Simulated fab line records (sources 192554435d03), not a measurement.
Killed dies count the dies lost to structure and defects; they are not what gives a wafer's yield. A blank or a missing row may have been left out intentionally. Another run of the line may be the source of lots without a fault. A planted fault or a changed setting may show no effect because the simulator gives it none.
Which tool is to blame? -- flow n5_finfet -- 21 wafers from 7 lots sampled at 6 of the route's 1938 steps

== WHAT EACH GAUGE READ, for each wafer ==
N5_BEOL_M4_RC_MEAS_101.
lot,measured,on,DIBL_N (mV/V)
L825,day 8 03:10,prober-01,38.3 36.7 36.8
L827,day 9 04:06,prober-02,35.5 36.6 34.2
L830,day 9 16:14,prober-02,33.4 35.9 33.5
L842,day 12 19:00,prober-01,37.9 38.4 39.1
L844,day 13 02:41,prober-02,38.5 38.7 38.1
L846,day 13 22:22,prober-02,35.7 33.3 35.0

== WHICH TOOL RAN EACH LOT (tool, then ch and the chambers of the sampled wafers, then the start) ==
lot,N5_STI_FIN_REVEAL_ETCHBACK_08,N5_STI_FIN_REVEAL_ETCH_34,N5_STI_FIN_REVEAL_OXIDATION_33,N5_DUMMY_GATE_CVD_03,N5_DUMMY_GATE_CMP_04
L825,"rie_diel-01 ch 1,2,3, day 2 16:48","rie_si-04 ch 1,2,3, day 2 19:10","plasma_asher-01 ch 0,1, day 2 19:35","lpcvd-01 ch 1/15,1/20,1/25, day 2 20:34","cmp-04 ch 0,2,3, day 3 00:19"
L827,"rie_diel-02 ch 0,1,3, day 3 06:05","rie_si-03 ch 0,1, day 3 08:58","plasma_asher-02 ch 0,1, day 3 09:25","lpcvd-01 ch 1/79,1/84,1/89, day 3 09:53","cmp-01 ch 0,2,3, day 3 13:41"
L830,"rie_diel-01 ch 0,1, day 3 23:28","rie_si-03 ch 0,3, day 4 02:09","plasma_asher-02 ch 0,1, day 4 02:34","lpcvd-01 ch 1/40,1/54,1/59, day 4 03:02","cmp-03 ch 0,1,3, day 4 08:43"
L832,"rie_diel-02 ch 0,2,3, day 4 11:43","rie_si-04 ch 0,1,3, day 4 14:04","plasma_asher-01 ch 0,1, day 4 14:29","lpcvd-01 ch 1/100,1/109,1/90, day 4 14:58","cmp-01 ch 0,3, day 4 18:42"
L842,"rie_diel-05 ch 1,3, day 6 22:11","rie_si-03 ch 0,2,3, day 7 00:33","plasma_asher-02 ch 0,1, day 7 00:59","lpcvd-02 ch 0/75,0/79,0/89, day 7 02:37","cmp-04 ch 0,1,3, day 7 06:23"
L844,"rie_diel-02 ch 1,2,3, day 7 15:03","rie_si-01 ch 2,3, day 7 17:26","plasma_asher-01 ch 0,1, day 7 17:50","lpcvd-02 ch 0/65,0/84,0/89, day 7 18:20","cmp-01 ch 0,1,2, day 7 22:08"
L846,"rie_diel-01 ch 0,1,3, day 7 22:43","rie_si-01 ch 0,1,2, day 8 01:03","plasma_asher-02 ch 0,1, day 8 01:28","lpcvd-02 ch 0/40,0/45,0/50, day 8 02:15","cmp-03 ch 0,2,3, day 8 05:59"
- N5_STI_FIN_REVEAL_ETCHBACK_08: etches SiO2 in C4F6/O2, target depth 30.5 nm, time 10.167 s.
- N5_STI_FIN_REVEAL_ETCH_34: etches Si in H2, material Si, target depth 0.97 nm.
- N5_STI_FIN_REVEAL_OXIDATION_33: chemistry O2 PLASMA REMOTE, time 20 s.
- N5_DUMMY_GATE_CVD_03: deposits a-Si from SiH4, target thk 150 nm, time 8042 s.
- N5_DUMMY_GATE_CMP_04: polishes a-Si.

== THE ANSWER, worked out from the rows above alone ==
Rule: the usual values come from the lots themselves. Put in order of their means at a reading, lots are off if they are a third of the lots or fewer, leave a main group of 4 or more, and stand apart from it by a gap of 3 or more times the standard deviation of the main group's means; of several such gaps the widest counts. The tables above print the reading to a certain number of digits; a main group whose means all agree to those digits is not used. A lot without any number at a reading at which 4 lots or more have one is off too. The other lots that the step has rows for count as sound.
Across all readings shown, no lot is off: no conclusion can be drawn from this.

== WHAT THE SIMULATOR HAD PUT IN ==
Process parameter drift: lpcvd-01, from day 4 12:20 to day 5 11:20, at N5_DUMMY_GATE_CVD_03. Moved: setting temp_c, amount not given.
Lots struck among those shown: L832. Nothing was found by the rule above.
